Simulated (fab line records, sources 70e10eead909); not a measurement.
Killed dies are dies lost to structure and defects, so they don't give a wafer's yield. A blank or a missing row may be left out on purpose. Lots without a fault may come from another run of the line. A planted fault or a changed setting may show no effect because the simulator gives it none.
Which tool did it? | flow nand_harc | 12 lots, 36 wafers sampled, at 2 steps of a route of 1302

WHAT THE GAUGES READ, wafer by wafer
NHARC_A_SGD_CUT_INSPECT_25.
lot  | measured     | on                | raw_defect_count
L074 | day 19 22:22 | defect_inspect-01 | 531 497 540
L078 | day 20 17:00 | defect_inspect-01 | 317 316 286
L079 | day 21 12:40 | defect_inspect-02 | 377 214 361
L081 | day 22 17:23 | defect_inspect-01 | 660 689 454
L083 | day 23 02:26 | defect_inspect-01 | 359 452 406
L085 | day 23 22:57 | defect_inspect-02 | 335 515 403
L087 | day 25 15:07 | defect_inspect-02 | 318 290 297
L089 | day 25 15:38 | defect_inspect-02 | 445 357 368
L091 | day 26 19:38 | defect_inspect-02 | 451 415 412
L094 | day 27 12:06 | defect_inspect-01 | 557 373 439
L096 | day 28 14:52 | defect_inspect-02 | 354 334 260
L097 | day 29 14:26 | defect_inspect-02 | 355 431 334

WHICH TOOL RAN EACH LOT (tool, then ch and the chambers of the sampled wafers, then the start)
lot  | NHARC_A_SGD_CUT_ETCHBACK_24
L074 | rie_diel-03 ch 0,3, day 19 22:08
L078 | rie_diel-08 ch 0,1,2, day 20 16:44
L079 | rie_diel-08 ch 0,1,2, day 21 12:25
L081 | rie_diel-06 ch 0,1,3, day 22 17:08
L083 | rie_diel-06 ch 1,2, day 23 02:11
L085 | rie_diel-06 ch 0,2, day 23 22:42
L087 | rie_diel-03 ch 0,2,3, day 25 14:52
L089 | rie_diel-06 ch 0,2,3, day 25 14:53
L091 | rie_diel-08 ch 1,2,3, day 26 19:24
L094 | rie_diel-06 ch 0,2,3, day 27 11:52
L096 | rie_diel-08 ch 1,2, day 28 14:35
L097 | rie_diel-08 ch 0,1,2, day 29 14:12
- NHARC_A_SGD_CUT_ETCHBACK_24: etches the open film in CH3F/O2, target depth 50 nm, time 92.857 s.

THE ANSWER, worked out from the rows above alone
Rule: what is usual is taken from the lots themselves. Put in order of their means at a reading, lots are off if they are a third of the lots or fewer, leave a main group of 4 or more, and stand apart from it by a gap of 3 or more times the standard deviation of the main group's means; of several such gaps the widest counts. A main group whose means are all the same, to the digits that the tables above print for the reading, isn't used. A lot without any number at a reading at which 4 lots or more have one is off too. The other lots that the step has rows for count as sound.
No lot is off at any reading shown: from this, nothing can be told.

WHAT THE SIMULATOR HAD PUT IN
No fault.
